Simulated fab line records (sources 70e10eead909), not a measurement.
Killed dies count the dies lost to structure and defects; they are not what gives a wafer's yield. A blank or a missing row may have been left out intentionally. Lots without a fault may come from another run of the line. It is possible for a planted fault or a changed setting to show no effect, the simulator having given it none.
Which of the tools did it? :: flow nand_harc :: Sampling: 12 lots, 36 wafers, 4 of 1302 route steps

## WHAT EACH GAUGE READ, for each wafer
The record holds no reading of a measuring or inspecting step that can be judged against a usual standard deviation.

## WHICH TOOL RAN EACH LOT (tool, then ch and the chambers of the sampled wafers, then the start)
lot: L493
NHARC_A_STAIRCASE_TRIM_229: rie_diel-01 ch 1,2,3, day 15 13:38
NHARC_A_STAIRCASE_ETCH_230: rie_diel-01 ch 0,1,3, day 15 16:20 or earlier
NHARC_A_STAIRCASE_ETCH_253: rie_diel-05 ch 0,1, day 15 16:20
NHARC_A_STAIRCASE_DEP_259: pecvd-04 ch 0,1,2, day 15 19:06

lot: L495
NHARC_A_STAIRCASE_TRIM_229: rie_diel-01 ch 1,2,3, day 16 15:44
NHARC_A_STAIRCASE_ETCH_230: rie_diel-01 ch 0,1,2, day 16 18:28 or earlier
NHARC_A_STAIRCASE_ETCH_253: rie_diel-05 ch 1,2,3, day 16 18:28
NHARC_A_STAIRCASE_DEP_259: pecvd-03 ch 0,1,2, day 16 21:14

lot: L497
NHARC_A_STAIRCASE_TRIM_229: rie_diel-05 ch 0,2,3, day 17 19:02
NHARC_A_STAIRCASE_ETCH_230: rie_diel-05 ch 0,2,3, day 17 22:13 or earlier
NHARC_A_STAIRCASE_ETCH_253: rie_diel-06 ch 0,1,3, day 17 22:13
NHARC_A_STAIRCASE_DEP_259: pecvd-03 ch 0,1,2, day 18 00:59

lot: L498
NHARC_A_STAIRCASE_TRIM_229: rie_diel-01 ch 0,2, day 18 03:43
NHARC_A_STAIRCASE_ETCH_230: rie_diel-01 ch 0,1, day 18 06:49 or earlier
NHARC_A_STAIRCASE_ETCH_253: rie_diel-06 ch 0,1,2, day 18 06:49
NHARC_A_STAIRCASE_DEP_259: pecvd-01 ch 1,2, day 18 09:39

lot: L500
NHARC_A_STAIRCASE_TRIM_229: rie_diel-01 ch 0,1,2, day 19 04:40
NHARC_A_STAIRCASE_ETCH_230: rie_diel-01 ch 0,1,3, day 19 07:10 or earlier
NHARC_A_STAIRCASE_ETCH_253: rie_diel-05 ch 0,1,3, day 19 07:10
NHARC_A_STAIRCASE_DEP_259: pecvd-01 ch 0,2, day 19 09:59

lot: L505
NHARC_A_STAIRCASE_TRIM_229: rie_diel-01 ch 0,1,2, day 20 16:16
NHARC_A_STAIRCASE_ETCH_230: rie_diel-01 ch 0,2,3, day 20 18:56 or earlier
NHARC_A_STAIRCASE_ETCH_253: rie_diel-05 ch 0,2, day 20 18:56
NHARC_A_STAIRCASE_DEP_259: pecvd-01 ch 0,1, day 20 21:57

lot: L507
NHARC_A_STAIRCASE_TRIM_229: rie_diel-06 ch 0,2,3, day 22 02:41
NHARC_A_STAIRCASE_ETCH_230: rie_diel-06 ch 0,1, day 22 05:14 or earlier
NHARC_A_STAIRCASE_ETCH_253: rie_diel-05 ch 0,1,2, day 22 05:14
NHARC_A_STAIRCASE_DEP_259: pecvd-04 ch 0,1,2, day 22 08:02

lot: L511
NHARC_A_STAIRCASE_TRIM_229: rie_diel-05 ch 1,2,3, day 23 17:34
NHARC_A_STAIRCASE_ETCH_230: rie_diel-05 ch 1,2, day 23 20:11 or earlier
NHARC_A_STAIRCASE_ETCH_253: rie_diel-01 ch 2,3, day 23 20:11
NHARC_A_STAIRCASE_DEP_259: pecvd-04 ch 0,2, day 23 23:05

lot: L512
NHARC_A_STAIRCASE_TRIM_229: rie_diel-01 ch 0,1,2, day 23 20:32
NHARC_A_STAIRCASE_ETCH_230: rie_diel-01 ch 0,1,3, day 23 23:06 or earlier
NHARC_A_STAIRCASE_ETCH_253: rie_diel-06 ch 0,1,2, day 23 23:06
NHARC_A_STAIRCASE_DEP_259: pecvd-01 ch 0,1,2, day 24 01:50

lot: L513
NHARC_A_STAIRCASE_TRIM_229: rie_diel-05 ch 0,1,3, day 24 11:17
NHARC_A_STAIRCASE_ETCH_230: rie_diel-05 ch 0,2,3, day 24 14:26 or earlier
NHARC_A_STAIRCASE_ETCH_253: rie_diel-05 ch 0,1,3, day 24 14:26
NHARC_A_STAIRCASE_DEP_259: pecvd-03 ch 0,1,2, day 24 17:12

lot: L514
NHARC_A_STAIRCASE_TRIM_229: rie_diel-06 ch 0,2,3, day 24 11:52
NHARC_A_STAIRCASE_ETCH_230: rie_diel-06 ch 1,2, day 24 15:00 or earlier
NHARC_A_STAIRCASE_ETCH_253: rie_diel-06 ch 0,2, day 24 15:00
NHARC_A_STAIRCASE_DEP_259: pecvd-03 ch 1,2, day 24 18:02

lot: L516
NHARC_A_STAIRCASE_TRIM_229: rie_diel-01 ch 1,2,3, day 25 17:43
NHARC_A_STAIRCASE_ETCH_230: rie_diel-01 ch 0,2,3, day 25 20:23 or earlier
NHARC_A_STAIRCASE_ETCH_253: rie_diel-06 ch 2,3, day 25 20:23
NHARC_A_STAIRCASE_DEP_259: pecvd-03 ch 0,1,2, day 26 00:55
- NHARC_A_STAIRCASE_TRIM_229: chemistry O2, time 211.2 s.
- NHARC_A_STAIRCASE_ETCH_230: etches the open film in C4F8/O2, target depth 100 nm, time 40.5 s.
- NHARC_A_STAIRCASE_ETCH_253: etches the open film in C4F8/O2, target depth 50 nm, time 20.2 s.
- NHARC_A_STAIRCASE_DEP_259: deposits SiON, target thk 30 nm.

## AS READ BY THE TOOLS THEMSELVES (means over the sampled wafers that have a number; for cases with no such wafer, the mark the record gives instead)
NHARC_A_STAIRCASE_TRIM_229.
lot: L493
tool: rie_diel-01
drypump_motor_current_A (A): 5.8
oes_product_au (a.u.): 1.010
rf_vpp_V (V): 58.0
showerhead_plenum_p_Torr (Torr): 3.49
throttle_valve_pct (%): 17.044

lot: L495
tool: rie_diel-01
drypump_motor_current_A (A): 5.8
oes_product_au (a.u.): 0.998
rf_vpp_V (V): 58.3
showerhead_plenum_p_Torr (Torr): 3.48
throttle_valve_pct (%): 17.040

lot: L497
tool: rie_diel-05
drypump_motor_current_A (A): 5.5
oes_product_au (a.u.): 0.996
rf_vpp_V (V): 57.3
showerhead_plenum_p_Torr (Torr): 3.39
throttle_valve_pct (%): 17.037

lot: L498
tool: rie_diel-01
drypump_motor_current_A (A): 5.6
oes_product_au (a.u.): 0.994
rf_vpp_V (V): 57.4
showerhead_plenum_p_Torr (Torr): 3.52
throttle_valve_pct (%): 17.034

lot: L500
tool: rie_diel-01
drypump_motor_current_A (A): 6.0
oes_product_au (a.u.): 1.003
rf_vpp_V (V): 58.6
showerhead_plenum_p_Torr (Torr): 3.53
throttle_valve_pct (%): 17.030

lot: L505
tool: rie_diel-01
drypump_motor_current_A (A): 6.0
oes_product_au (a.u.): 0.999
rf_vpp_V (V): 57.5
showerhead_plenum_p_Torr (Torr): 3.52
throttle_valve_pct (%): 17.041

lot: L507
tool: rie_diel-06
drypump_motor_current_A (A): 5.7
oes_product_au (a.u.): 1.002
rf_vpp_V (V): 58.0
showerhead_plenum_p_Torr (Torr): 3.64
throttle_valve_pct (%): 17.037

lot: L511
tool: rie_diel-05
drypump_motor_current_A (A): 5.3
oes_product_au (a.u.): 1.001
rf_vpp_V (V): 59.0
showerhead_plenum_p_Torr (Torr): 3.51
throttle_valve_pct (%): 17.036

lot: L512
tool: rie_diel-01
drypump_motor_current_A (A): 6.0
oes_product_au (a.u.): 0.993
rf_vpp_V (V): 58.1
showerhead_plenum_p_Torr (Torr): 3.51
throttle_valve_pct (%): 17.041

lot: L513
tool: rie_diel-05
drypump_motor_current_A (A): 5.0
oes_product_au (a.u.): 1.004
rf_vpp_V (V): 58.1
showerhead_plenum_p_Torr (Torr): 3.53
throttle_valve_pct (%): 17.033

lot: L514
tool: rie_diel-06
drypump_motor_current_A (A): 5.7
oes_product_au (a.u.): 1.001
rf_vpp_V (V): 57.9
showerhead_plenum_p_Torr (Torr): 3.63
throttle_valve_pct (%): 17.051

lot: L516
tool: rie_diel-01
drypump_motor_current_A (A): 5.8
oes_product_au (a.u.): 0.997
rf_vpp_V (V): 57.5
showerhead_plenum_p_Torr (Torr): 3.45
throttle_valve_pct (%): 17.045

NHARC_A_STAIRCASE_ETCH_230.
lot: L493
tool: rie_diel-01
oes_product_au (a.u.): 0.940
rf_vpp_V (V): 895

lot: L495
tool: rie_diel-01
oes_product_au (a.u.): 0.950
rf_vpp_V (V): 896

lot: L497
tool: rie_diel-05
oes_product_au (a.u.): 0.933
rf_vpp_V (V): 891

lot: L498
tool: rie_diel-01
oes_product_au (a.u.): 0.957
rf_vpp_V (V): 897

lot: L500
tool: rie_diel-01
oes_product_au (a.u.): 0.976
rf_vpp_V (V): 894

lot: L505
tool: rie_diel-01
oes_product_au (a.u.): 0.944
rf_vpp_V (V): 894

lot: L507
tool: rie_diel-06
oes_product_au (a.u.): 0.943
rf_vpp_V (V): 899

lot: L511
tool: rie_diel-05
oes_product_au (a.u.): 0.956
rf_vpp_V (V): 890

lot: L512
tool: rie_diel-01
oes_product_au (a.u.): 0.961
rf_vpp_V (V): 893

lot: L513
tool: rie_diel-05
oes_product_au (a.u.): 0.941
rf_vpp_V (V): 897

lot: L514
tool: rie_diel-06
oes_product_au (a.u.): 0.953
rf_vpp_V (V): 894

lot: L516
tool: rie_diel-01
oes_product_au (a.u.): 0.929
rf_vpp_V (V): 892

NHARC_A_STAIRCASE_ETCH_253.
lot: L493
tool: rie_diel-05
oes_product_au (a.u.): 0.971
rf_vpp_V (V): 894

lot: L495
tool: rie_diel-05
oes_product_au (a.u.): 0.963
rf_vpp_V (V): 890

lot: L497
tool: rie_diel-06
oes_product_au (a.u.): 0.954
rf_vpp_V (V): 896

lot: L498
tool: rie_diel-06
oes_product_au (a.u.): 0.923
rf_vpp_V (V): 898

lot: L500
tool: rie_diel-05
oes_product_au (a.u.): 0.958
rf_vpp_V (V): 897

lot: L505
tool: rie_diel-05
oes_product_au (a.u.): 0.964
rf_vpp_V (V): 892

lot: L507
tool: rie_diel-05
oes_product_au (a.u.): 0.966
rf_vpp_V (V): 892

lot: L511
tool: rie_diel-01
oes_product_au (a.u.): 0.914
rf_vpp_V (V): 890

lot: L512
tool: rie_diel-06
oes_product_au (a.u.): 0.966
rf_vpp_V (V): 898

lot: L513
tool: rie_diel-05
oes_product_au (a.u.): 0.945
rf_vpp_V (V): 896

lot: L514
tool: rie_diel-06
oes_product_au (a.u.): 0.927
rf_vpp_V (V): 896

lot: L516
tool: rie_diel-06
oes_product_au (a.u.): 0.930
rf_vpp_V (V): 902

NHARC_A_STAIRCASE_DEP_259.
lot: L493
tool: pecvd-04
heater_power_w (W): 781
rf_fwd_power_W (W): 349.6
showerhead_vpp_V (V): 1156

lot: L495
tool: pecvd-03
heater_power_w (W): 665
rf_fwd_power_W (W): 348.5
showerhead_vpp_V (V): 1163

lot: L497
tool: pecvd-03
heater_power_w (W): 693
rf_fwd_power_W (W): 347.6
showerhead_vpp_V (V): 1160

lot: L498
tool: pecvd-01
heater_power_w (W): 811
rf_fwd_power_W (W): 348.5
showerhead_vpp_V (V): 1096

lot: L500
tool: pecvd-01
heater_power_w (W): 688
rf_fwd_power_W (W): 349.1
showerhead_vpp_V (V): 1146

lot: L505
tool: pecvd-01
heater_power_w (W): 748
rf_fwd_power_W (W): 301.7
showerhead_vpp_V (V): 1076

lot: L507
tool: pecvd-04
heater_power_w (W): 820
rf_fwd_power_W (W): 348.5
showerhead_vpp_V (V): 1157

lot: L511
tool: pecvd-04
heater_power_w (W): 673
rf_fwd_power_W (W): 350.2
showerhead_vpp_V (V): 1143

lot: L512
tool: pecvd-01
heater_power_w (W): 749
rf_fwd_power_W (W): 349.2
showerhead_vpp_V (V): 1132

lot: L513
tool: pecvd-03
heater_power_w (W): 710
rf_fwd_power_W (W): 348.1
showerhead_vpp_V (V): 1172

lot: L514
tool: pecvd-03
heater_power_w (W): 673
rf_fwd_power_W (W): 348.0
showerhead_vpp_V (V): 1195

lot: L516
tool: pecvd-03
heater_power_w (W): 690
rf_fwd_power_W (W): 348.7
showerhead_vpp_V (V): 1160

## THE ANSWER, worked out from the rows above alone
Rule: what is usual is taken from the lots themselves. The widest of any qualifying gaps counts: lots, ordered by their means at a reading, are off when they make up no more than a third of the lots, leave a main group of 4 or more, and stand apart from it by 3 or more times the standard deviation of that group's means. A main group is skipped when, at the precision printed for the reading in the tables above, its means are all equal. Also off: a lot with no number at a reading for which 4 or more lots have one. Any other lot the step has rows for is counted as sound. Order of review: gauges by route order, followed by the tools' own readings, for which a lot's mean as printed above is used. At the first step where some lot is off, the reading lying furthest off is the one used; lots without a number count as furthest.
Off at NHARC_A_STAIRCASE_DEP_259 (rf_fwd_power_W): L505. Mean 348.7 W and standard deviation 0.72 in the main group.
If a tool, at that step or one of the process steps before it, ran each lot that is off and ran no sound lot following the first of them, it fits. NHARC_A_STAIRCASE_ETCH_230: start missing for some lots; hours and lot order therefore follow NHARC_A_STAIRCASE_ETCH_253. No candidate that was tried fits.

## WHAT THE SIMULATOR PUT IN
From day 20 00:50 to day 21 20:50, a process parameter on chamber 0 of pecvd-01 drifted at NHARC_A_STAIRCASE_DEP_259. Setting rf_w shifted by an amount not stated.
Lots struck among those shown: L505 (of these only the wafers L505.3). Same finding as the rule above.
